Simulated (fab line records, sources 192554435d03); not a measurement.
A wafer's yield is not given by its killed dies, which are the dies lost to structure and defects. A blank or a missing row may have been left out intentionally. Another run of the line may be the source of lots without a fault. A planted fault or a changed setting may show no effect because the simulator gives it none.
Problem report, 8D (eight disciplines) form, completed by code	flow n5-finfet	the parts of the form that need people (team, actions taken, sign-off) are left out

## 1. WHAT IS WRONG
Wafers without a fault read 1625.3 rpm, standard deviation 1; spin-speed-rpm at N5_BEOL_M13_COAT_04 reads a mean of 1363.3 rpm on 6 wafers belonging to 2 lots. That is -99 or more standard deviations from the usual mean.
The step: resist thk 400 nm.
First seen on wafer L305.1, day 14 01:16, on litho-track-02. The record has a number at this step for 29 wafers belonging to 10 lots. Rule for "out", or "out of limits": more than 4 standard deviations from the usual mean. The other wafers with a number count as sound.

## 2. WHAT THIS IS AND IS NOT
question	is	is not
which readings at this step	spin-speed-rpm	-
which lots	L305, L307	L299, L300, L301, L312, L313, L315, L317, L319
which wafers of those lots	all that have a number	-
read on which tools	litho-track-02	litho-track-01, litho-track-05
when	from day 14 01:16	up to then (8 sound wafers); but 15 sound wafers of L312, L313, L315, L317, L319 came after

## 3. THE SUSPECTS, EACH WITH WHAT RULES IT OUT
Counting: a tool at any process step up to the reading remains a suspect when it ran all the lots that are out and ran no sound lot after the first of those.
- litho-track-02 at N5_BEOL_M13_COAT_04 (resist thk 400 nm): ruled out as a lasting fault. After its first lot that is out, L305 (day 14 01:16), sound lots L315 ran on it.
Left after counting: nothing in the record.

## 4. THE CAUSE (what the simulator had put in)
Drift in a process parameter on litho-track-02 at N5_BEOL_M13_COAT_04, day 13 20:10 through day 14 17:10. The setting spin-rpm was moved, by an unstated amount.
Counting ruled it out, wrongly.

## 5. THE EFFECT CHAIN, in route order
Each row: a reading where the mean over the struck wafers with a number is more than 3 standard deviations away from the usual. Scope: only readings with a usual standard deviation given in the record; hours: median across lots of the time from each lot's start at the first step in this table that gives one to its start at this step; sigmas: change in usual standard deviations.
hours	step	reading	usual	on struck wafers	change	sigmas
0	N5_BEOL_M13_COAT_04	spin-speed-rpm	1625.3 rpm	1363.3	-262.0	-99 or more
1	N5_BEOL_M13_STRIP_63	strip-time-to-endpoint-s	28.1 s	39.0	+10.9	+11
It contains these process steps:
- N5_BEOL_M13_COAT_04: resist thk 400 nm.
- N5_BEOL_M13_STRIP_63: strips in N2/H2.

## 6. WHAT WOULD HAVE CAUGHT IT SOONER
First out-of-limits reading in this record: day 14 01:16, which is 5 hours after fault onset at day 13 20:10.
